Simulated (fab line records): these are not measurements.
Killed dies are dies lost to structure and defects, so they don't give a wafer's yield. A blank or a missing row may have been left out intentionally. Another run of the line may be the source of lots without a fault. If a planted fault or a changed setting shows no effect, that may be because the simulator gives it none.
Which tool did it? -- flow n5 finfet -- 8 lots, 24 wafers sampled, at 8 steps of a route of 1938

## WHAT THE GAUGES SHOWED, per wafer
N5_DUMMY_GATE_CD_MEAS_50: the cd target is 14 nm.
lot,measured,on,cd nm (nm)
L228,day 2 23:49,cd sem-02,14.0 13.9 13.8
L231,day 3 16:29,cd sem-03,13.9 13.4 14.2
L232,day 3 22:57,cd sem-03,14.0 13.7 13.5
L234,day 4 11:05,cd sem-01,14.5 13.9 13.4
L237,day 5 04:49,cd sem-03,13.1 13.4 13.3
L241,day 6 05:08,cd sem-02,14.4 14.2 14.9
L246,day 7 11:16,cd sem-02,14.7 14.1 14.4
L248,day 8 00:57,cd sem-03,13.7 14.2 13.7

N5_DUMMY_GATE_INSPECT_27: inspects for defects (brightfield).
lot,measured,on,raw defect count
L228,day 3 00:35,defect inspect-02,261 218 268
L231,day 3 17:31,defect inspect-02,363 214 170
L232,day 3 23:44,defect inspect-02,255 267 229
L234,day 4 11:52,defect inspect-02,299 388 255
L237,day 5 05:36,defect inspect-01,285 465 480
L241,day 6 05:55,defect inspect-01,238 356 216
L246,day 7 12:02,defect inspect-01,257 383 1283
L248,day 8 01:43,defect inspect-02,345 257 1206

N5_SPACER0_INSPECT_04: inspects for defects (darkfield).
lot,measured,on,raw defect count
L228,day 3 01:13,defect inspect-02,111 91 124
L231,day 3 18:07,defect inspect-01,203 133 114
L232,day 4 00:20,defect inspect-02,108 103 98
L234,day 4 12:28,defect inspect-01,136 210 131
L237,day 5 06:14,defect inspect-02,115 160 212
L241,day 6 06:31,defect inspect-01,138 175 97
L246,day 7 12:38,defect inspect-02,101 143 1033
L248,day 8 02:20,defect inspect-02,143 138 1089

N5_SD_EPI_N_INSPECT_11: inspects for defects (macro).
lot,measured,on,raw defect count
L228,day 3 01:33,defect inspect-02,1 2 3
L231,day 3 18:34,defect inspect-01,1 2 4
L232,day 4 01:38,defect inspect-02,5 1 5
L234,day 4 12:48,defect inspect-02,1 3 5
L237,day 5 06:41,defect inspect-01,3 1 1
L241,day 6 06:58,defect inspect-01,2 1 3
L246,day 7 13:06,defect inspect-02,2 1 >300
L248,day 8 02:39,defect inspect-01,4 4 >300

N5_BEOL_M4_RC_MEAS_101.
lot,measured,on,DIBL_N (mV/V),DIBL_P (mV/V),IOFF_N (nA/um),IOFF_P (nA/um),ION_N (uA/um),ION_P (uA/um),SS_N (mV/dec),SS_P (mV/dec),VT_N (mV),VT_P (mV)
L228,day 7 19:21,prober-02,34.1 37.8 39.7,36 37 40,0.12 0.18 0.23,0.20 0.22 0.27,659 678 679,459 466 459,70.6 72.3 72.7,72.8 73.5 74.2,254 251 248,-249 -250 -245
L231,day 8 20:26,prober-01,35.7 33.3 37.1,36 34 38,0.15 0.11 0.18,0.19 0.17 0.24,673 651 669,458 455 461,71.9 70.6 71.6,72.4 71.8 73.8,253 255 248,-250 -253 -249
L232,day 8 20:35,prober-02,37.5 41.0 37.7,38 43 38,0.19 0.31 0.18,0.24 0.37 0.25,679 711 683,463 480 469,71.3 72.8 72.1,73.4 75.0 73.4,249 238 248,-248 -242 -247
L234,day 9 23:35,prober-01,33.7 37.1 41.1,34 39 44,0.12 0.18 0.31,0.17 0.23 0.34,662 677 705,453 464 477,71.2 71.8 73.1,72.9 73.8 75.8,255 249 244,-252 -246 -245
L237,day 10 09:25,prober-01,41.4 37.6 38.9,40 35 38,0.27 0.15 0.19,0.33 0.21 0.28,702 671 679,477 458 468,72.5 71.6 72.4,74.7 73.5 73.4,244 255 246,-244 -247 -244
L241,day 11 17:02,prober-02,37.5 36.4 36.5,37 34 35,0.20 0.16 0.18,0.30 0.23 0.26,706 689 684,489 470 479,70.9 72.0 71.7,73.4 72.9 72.7,242 249 249,-244 -248 -244
L246,day 12 20:11,prober-02,34.5 36.0 39.9,35 35 40,0.14 0.14 0.24,0.21 0.20 0.28,668 668 696,462 459 475,70.9 71.2 71.8,73.5 73.8 74.1,249 251 244,-249 -250 -246
L248,day 13 22:40,prober-02,40.5 38.6 39.9,38 36 38,0.23 0.17 0.21,0.26 0.22 0.25,684 662 687,465 460 466,72.7 73.0 71.8,73.8 73.4 74.0,246 250 250,-249 -249 -248

## EACH LOT AND THE TOOL THAT RAN IT (in order: tool; ch and the chambers of the sampled wafers; start)
lot,N5_DUMMY_GATE_ETCH_29,N5_DUMMY_GATE_STRIP_41,N5_DUMMY_GATE_ETCH_32
L228,"rie diel-06 ch 0,1, day 2 23:30","rie diel-04 ch 0,2,3, day 2 23:54","rie si-01 ch 2,3, day 3 00:06"
L231,"rie diel-04 ch 0,1, day 3 16:02","rie diel-06 ch 0,3, day 3 16:36","rie si-02 ch 1,2, day 3 16:48"
L232,"rie diel-02 ch 0,1,3, day 3 22:38","rie diel-06 ch 0,2, day 3 23:02","rie si-02 ch 0,1,2, day 3 23:14"
L234,"rie diel-04 ch 0,3, day 4 10:47","rie diel-04 ch 0,1,3, day 4 11:11","rie si-01 ch 0,1,2, day 4 11:23"
L237,"rie diel-02 ch 0,1,2, day 5 04:29","rie diel-04 ch 0,2,3, day 5 04:55","rie si-04 ch 0,1,3, day 5 05:07"
L241,"rie diel-06 ch 1,3, day 6 04:49","rie diel-02 ch 1,3, day 6 05:13","rie si-04 ch 0,1,2, day 6 05:25"
L246,"rie diel-04 ch 0,2,3, day 7 10:56","rie diel-04 ch 0,2,3, day 7 11:22","rie si-02 ch 1,2,3, day 7 11:34"
L248,"rie diel-06 ch 0,1,2, day 8 00:33","rie diel-04 ch 0,2,3, day 8 01:02","rie si-02 ch 1,3, day 8 01:14"
- N5_DUMMY_GATE_ETCH_29: etches underlayer in N2/H2, target depth 13 nm.
- N5_DUMMY_GATE_STRIP_41: strips in O2.
- N5_DUMMY_GATE_ETCH_32: etches SiO2 in CF4, target depth 3.5 nm, time 3.9 s.

## AS READ BY THE TOOLS THEMSELVES (means over the sampled wafers that have a number; for cases with no such wafer, the mark the record gives instead)
N5_DUMMY_GATE_ETCH_29.
lot,tool,drypump motor current A (A),h2 flow sccm (sccm),oes product au (a.u.),rf fwd power W (W),rf vpp V (V),showerhead plenum p Torr (Torr),throttle valve pct (%)
L228,rie diel-06,5.5,200.4,0.82,830,525.5,2.62,18.01
L231,rie diel-04,5.2,199.7,0.77,831,523.1,2.51,17.96
L232,rie diel-02,5.5,200.5,0.80,834,525.2,2.59,18.14
L234,rie diel-04,5.5,200.2,0.80,832,525.5,2.60,17.89
L237,rie diel-02,5.5,200.1,0.71,833,524.0,2.51,18.01
L241,rie diel-06,5.3,200.5,0.88,824,526.6,2.65,17.82
L246,rie diel-04,5.6,200.3,0.77,834,523.6,2.51,17.85
L248,rie diel-06,5.7,199.9,0.80,835,523.9,2.57,18.04

N5_DUMMY_GATE_STRIP_41.
lot,tool,drypump motor current A (A),oes product au (a.u.),rf vpp V (V),showerhead plenum p Torr (Torr),throttle valve pct (%)
L228,rie diel-04,5.6,0.81,3.9,2.11,16.68
L231,rie diel-06,5.3,0.87,3.8,2.21,16.40
L232,rie diel-06,5.8,0.78,3.8,2.17,16.63
L234,rie diel-04,5.3,0.79,3.6,2.12,16.77
L237,rie diel-04,5.6,0.79,3.6,2.10,16.71
L241,rie diel-02,5.8,0.85,3.9,2.21,16.92
L246,rie diel-04,5.5,0.77,3.6,2.10,16.75
L248,rie diel-04,5.6,0.77,3.7,2.10,16.74

N5_DUMMY_GATE_ETCH_32.
lot,tool,drypump motor current A (A),oes product au (a.u.),rf fwd power W (W),throttle valve pct (%)
L228,rie si-01,5.3,1.008,790,22.0
L231,rie si-02,6.0,0.991,789,22.2
L232,rie si-02,6.0,0.990,789,22.1
L234,rie si-01,5.7,1.015,792,21.8
L237,rie si-04,5.8,0.979,788,21.8
L241,rie si-04,5.7,0.989,790,22.0
L246,rie si-02,6.2,0.991,790,21.8
L248,rie si-02,6.5,1.001,787,21.8

## THE ANSWER, worked out from the rows above alone
Rule: what is usual is taken from the lots themselves. The widest of any qualifying gaps counts: lots, ordered by their means at a reading, are off when they make up no more than a third of the lots, leave a main group of 4 or more, and stand apart from it by 3 or more times the standard deviation of that group's means. Not used: any main group whose means are identical at the precision the tables above print for the reading. Also off: a lot with no number at a reading for which 4 or more lots have one. Where the step has rows for the other lots, those lots are counted as sound. After the gauges, taken in route order, come the tools' own readings; for these a lot's mean is taken, as printed above. The first step at which some lot is off is used, and at that step the reading that is off furthest; a lot without a number counts as furthest.
Off: L246, L248 (N5_DUMMY_GATE_INSPECT_27, raw defect count). Main group: mean 290, sd 58.
If a tool, at a process step before that reading, ran all the lots that are off and no sound lot after the first of them, it fits. Those tools and the gauges at N5_DUMMY_GATE_INSPECT_27 are tried in the same way. This does not decide it: 2 tools fit, namely rie diel-04 at N5_DUMMY_GATE_STRIP_41 and rie si-02 at N5_DUMMY_GATE_ETCH_32.

## WHAT WAS PUT IN BY THE SIMULATOR
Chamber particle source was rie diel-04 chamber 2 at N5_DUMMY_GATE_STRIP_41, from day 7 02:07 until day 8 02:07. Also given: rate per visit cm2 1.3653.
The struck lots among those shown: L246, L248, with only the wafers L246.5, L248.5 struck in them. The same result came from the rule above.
